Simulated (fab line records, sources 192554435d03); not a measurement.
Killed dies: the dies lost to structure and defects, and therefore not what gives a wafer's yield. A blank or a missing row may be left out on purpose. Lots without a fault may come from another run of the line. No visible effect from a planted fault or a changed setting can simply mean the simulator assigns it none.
Matching of chambers -- flow n5 finfet -- N5_BEOL_M8_DESCUM_16 on rie diel-03: 4 sister chambers
The step chemistry O2, time 7.9 s. 4 wafers are shown with their chamber, then 9 later ones without.

## EACH WAFER AND ITS CHAMBER
wafer,chamber,drypump motor current A (A)
L081.3,2,5.2
L094.4,3,5.4
L090.1,1,5.9
L090.6,0,5.7

## WAFERS MISSING THEIR CHAMBER
wafer,drypump motor current A (A)
L089.3,5.9
L089.5,5.6
L089.6,5.4
L092.2,5.9
L092.4,5.4
L092.6,5.7
L091.1,5.4
L091.2,5.1
L091.3,5.9

## WHICH CHAMBER EACH WENT THROUGH
wafer,from the rows above,in truth
L089.3,1,1
L089.5,0,0
L089.6,3,3
L092.2,1,1
L092.4,3,3
L092.6,0,0
L091.1,3,3
L091.2,2,2
L091.3,1,1
Correct placement for 9 of the 9. Left unplaced by these rows: 0. 0 placed wrongly.
How it was worked out, from the rows above alone: a wafer's distance from a chamber is the root of the sum, over the readings, of the square of ((its reading less the chamber's mean) divided by the reading's scatter). If the next closest chamber is less than 2 further off than the closest, the wafer can't be placed; otherwise it belongs to the closest. Each chamber's mean is taken over the wafers shown for it. The scatter: root of mean squared gap, hidden wafer to nearest shown wafer, with one shown wafer a chamber.
